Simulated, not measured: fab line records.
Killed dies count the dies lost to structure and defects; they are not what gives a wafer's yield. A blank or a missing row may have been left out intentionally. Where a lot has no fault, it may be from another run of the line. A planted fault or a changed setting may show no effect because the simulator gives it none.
Struck lot and sound lot, side by side ; flow n5-finfet ; 37 steps out of a route of 1938
Sound: these wafers, L121.1, L121.2, L121.3. Wafers struck: L103.1, L103.2, L103.4. The cause is named last.
Order at every step that has rows: each side's tool, ch and its chambers, its first start. Under that, the readings that differ: sound wafers ; struck wafers ; difference of the means ; sigmas: that difference in standard deviations of wafers without a fault.
alike: a reading whose means differ by less than 2 such deviations, as well as words and numbers matching on both sides. not compared: withheld readings; readings where some wafer has no value; bounds like >300 that might hide an equal value; numbers whose values overlap and for which the record gives no deviation.
Wherever a step has rows on one side only, a row that says differs or no value, or a row with sigmas, the two part there. When numbers do not overlap yet have no deviation, they are printed without sigmas and do not part them. Lack of a reading on every wafer of one side parts them only where that side has two or more wafers.

first, 9 steps without rows for these wafers: N5_WELL_APT_COAT_19 (resist thk 950 nm); N5_WELL_APT_EBR_21; N5_WELL_APT_SOFTBAKE_20 (time 60 s); N5_WELL_APT_EXPOSE_22 (exposes mask PWELL, defocus 0 nm, target cd 200 nm); N5_WELL_APT_PEB_23 (peb time 90 s); N5_WELL_APT_DEVELOP_24 (develop time 45 s); N5_WELL_APT_HARDBAKE_29 (time 120 s); N5_WELL_APT_DESCUM_30 (chemistry O2, time 7.9 s); N5_WELL_APT_IMPLANT_31.
N5_WELL_APT_IMPLANT_32:
  sound on implanter-01 ch 0, day 7 09:40; struck on implanter-02 ch 0, day 2 21:05
reading;sound;struck;difference;sigmas
dose-ions-cm2;1.9995e+13 1.9986e+13 1.9992e+13;5.973e+12 5.974e+12 5.941e+12;-1.403e+13;-99 or more
faraday-current-uA;248 250 252;74 72 75;-176;-33
  alike: end-station-pressure-torr
then, 25 steps without rows for these wafers: N5_WELL_APT_STRIP_33 (strips in SPM, time 900 s); N5_WELL_APT_RTA_34 (time 10 s); N5_WELL_APT_OXIDE_STRIP_42 (strips SiO2 in dHF, time 45 s, target depth 12 nm); N5_WELL_APT_PRECLEAN_36 (cleans in O3/DIW, time 45 s); N5_WELL_APT_PRECLEAN_39 (cleans in dHF, time 60 s); N5_WELL_APT_SRD_37 (time 30 s); N5_WELL_APT_EPI_41 (deposits Si from SiH4/H2, target thk 50 nm, time 297.7 s); N5_PMOS_HMC_CHANNEL_EPI_HM_DEP_34 (deposits SiO2 from TEOS/O2, target thk 36 nm, time 6.9 s); N5_PMOS_HMC_CHANNEL_EPI_COAT_31 (time 60 s, resist thk 66 nm); N5_PMOS_HMC_CHANNEL_EPI_COAT_03 (resist thk 205 nm); N5_PMOS_HMC_CHANNEL_EPI_EBR_05; N5_PMOS_HMC_CHANNEL_EPI_SOFTBAKE_04 (time 60 s); N5_PMOS_HMC_CHANNEL_EPI_EXPOSE_06 (exposes mask PMOS HMC BLK, target cd 240 nm); N5_PMOS_HMC_CHANNEL_EPI_PEB_07 (peb time 60 s); N5_PMOS_HMC_CHANNEL_EPI_DEVELOP_08 (develop time 30 s); N5_PMOS_HMC_CHANNEL_EPI_DESCUM_14 (chemistry O2, time 7.9 s); N5_PMOS_HMC_CHANNEL_EPI_ETCH_32 (etches BARC in N2/H2, stops on SiO2, target depth 85.8 nm, time 50.3 s); N5_PMOS_HMC_CHANNEL_EPI_HM_OPEN_15 (chemistry CHF3/O2, target SiO2, target depth 40.6 nm, time 20.3 s); N5_PMOS_HMC_CHANNEL_EPI_STRIP_33 (strips in N2/H2); N5_PMOS_HMC_CHANNEL_EPI_STRIP_17 (strips in SPM, time 750 s); N5_PMOS_HMC_CHANNEL_EPI_ETCH_38 (etches SiO2 in CF4, target depth 1.5 nm); N5_PMOS_HMC_CHANNEL_EPI_FIN_RECESS_16 (chemistry HBr/Cl2, target Si, target depth 54 nm, time 18 s); N5_PMOS_HMC_CHANNEL_EPI_PRECLEAN_36 (cleans in O3/DIW, time 45 s); N5_PMOS_HMC_CHANNEL_EPI_PRECLEAN_18 (cleans in DHF, time 30 s); N5_PMOS_HMC_CHANNEL_EPI_SRD_19 (time 30 s).
-- a jump in the record: the struck wafers' starts before and after are 9 days apart (it breaks off in module PMOS_HMC_CHANNEL_EPI and resumes in module BEOL_M4, where the first step shown is number 1111 of the route) --
N5_BEOL_M4_RC_MEAS_101:
  sound on prober-02 ch 0, day 16 07:24; struck on prober-02 ch 0, day 11 11:06
reading;sound;struck;difference;sigmas
CJ_N;4.34 4.23 4.37;2.32 2.27 2.23;-2.04;-26
IOFF_N (nA/um);0.188 0.191 0.197;0.321 0.211 0.192;+0.049;+2
RS_PWELL (ohm/sq);3017 2988 2983;3146 3099 3123;+127;+5
SS_N (mV/dec);71.8 71.3 71.9;74.6 73.3 73.1;+2.0;+4
  alike: DIBL_N, DIBL_P, IOFF_N_85C, IOFF_P, ION_N, ION_P, SS_P, VT_N, VT_P
-- here the record skips 4 days between the struck wafers' starts before and after, leaving off in module BEOL_M4 and picking up in module PASSIVATION (first step shown: number 1936 of the route) --
N5_PASSIVATION_PROBE_49:
  sound on prober-01, day 20 13:13; struck on prober-01, day 15 14:07
  alike: defect-limited-yield, killed_at_M0_to_M3, killed_at_M4_up, killed-at-contacts, killed-at-front-end, killed-at-other, killed-dies, killed-open, killed-short, sort_bin_5_function, sort_bin_6_memory, sort-n-pass, sort-yield-pct
  not compared: sort_bin_4_leakage

== WHERE THEY PART ==
Earliest at N5_WELL_APT_IMPLANT_32; latest, in this record, at N5_BEOL_M4_RC_MEAS_101. Later steps at which nothing parts them and some readings are alike: N5_PASSIVATION_PROBE_49.

WHY: the cause the simulator had injected
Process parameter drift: implanter-02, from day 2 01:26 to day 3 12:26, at N5_WELL_APT_IMPLANT_32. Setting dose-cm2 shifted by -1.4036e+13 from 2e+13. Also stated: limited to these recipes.
